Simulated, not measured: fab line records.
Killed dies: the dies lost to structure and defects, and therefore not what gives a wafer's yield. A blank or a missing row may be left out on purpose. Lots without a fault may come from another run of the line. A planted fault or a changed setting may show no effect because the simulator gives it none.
Chamber matching | flow nand_harc | 4 sister chambers for NHARC_HYBRID_BOND_ACTIVATE_00 on rie_diel-08
The step chemistry N2, time 60 s. 18 wafers are shown with their chamber, then 9 later ones without.

## WAFERS, EACH WITH ITS CHAMBER
wafer  | chamber | drypump_motor_current_A (A) | rf_vpp_V (V) | oes_product_au (a.u.)
L911.1 | 1       | 6.2                         | 62.7         | 0.998
L911.5 | 0       | 5.5                         | 64.4         | 1.003
L911.6 | 1       | 6.2                         | 64.9         | 0.997
L923.2 | 3       | 6.3                         | 64.9         | 0.995
L923.4 | 1       | 6.2                         | 62.4         | 0.989
L923.5 | 0       | 5.5                         | 63.0         | 1.001
L922.1 | 3       | 6.3                         | 65.3         | 0.997
L922.4 | 2       | 5.6                         | 63.9         | 1.000
L922.6 | 2       | 5.6                         | 64.8         | 0.992
L921.2 | 0       | 5.5                         | 63.4         | 0.999
L921.3 | 1       | 6.1                         | 65.1         | 1.000
L921.4 | 2       | 5.6                         | 63.3         | 1.003
L927.1 | 2       | 5.6                         | 64.4         | 1.005
L927.3 | 0       | 5.5                         | 63.5         | 1.006
L927.4 | 3       | 6.3                         | 66.8         | 0.991
L930.1 | 1       | 6.2                         | 64.7         | 1.000
L930.4 | 0       | 5.5                         | 63.9         | 1.021
L930.5 | 1       | 6.2                         | 63.1         | 0.999

SIGNATURES, as means of the wafers listed above
reading                 | chamber 0 | chamber 1 | chamber 2 | chamber 3 | scatter within a chamber
drypump_motor_current_A | 5.500     | 6.183     | 5.600     | 6.300     | 0.0244
rf_vpp_V                | 63.640    | 63.817    | 64.100    | 65.667    | 0.917
oes_product_au          | 1.00600   | 0.99717   | 1.00000   | 0.99433   | 0.00604
Rule: for each reading, subtract the chamber's mean from the wafer's reading, divide by that reading's scatter and square the result; add these up over the readings and take the root, which gives the wafer's distance from the chamber. If the next closest chamber is less than 2 further off than the closest, the wafer can't be placed; otherwise it belongs to the closest. The scatter: take each reading less its chamber's mean, square it, sum over the shown wafers, divide by the number of wafers less the number of chambers, and take the root.

## WAFERS WHOSE CHAMBER IS MISSING
wafer  | drypump_motor_current_A (A) | rf_vpp_V (V) | oes_product_au (a.u.)
L928.1 | 6.3                         | 64.8         | 0.993
L928.2 | 5.5                         | 63.0         | 1.018
L928.5 | 6.2                         | 64.8         | 1.003
L929.3 | 6.2                         | 64.1         | 0.994
L929.5 | 6.2                         | 62.0         | 0.992
L929.6 | 5.6                         | 64.4         | 1.014
L933.1 | 6.2                         | 64.5         | 0.986
L933.4 | 6.2                         | 63.8         | 0.988
L933.5 | 6.3                         | 65.9         | 0.998

## THE CHAMBER EACH PASSED THROUGH
wafer  | from the rows above | in truth
L928.1 | 3                   | 3
L928.2 | 0                   | 0
L928.5 | 1                   | 1
L929.3 | 1                   | 1
L929.5 | 1                   | 1
L929.6 | 2                   | 2
L933.1 | 1                   | 1
L933.4 | 1                   | 1
L933.5 | 3                   | 3
Correct placement for 9 of the 9. Left unplaced by these rows: 0. Number placed wrongly: 0.
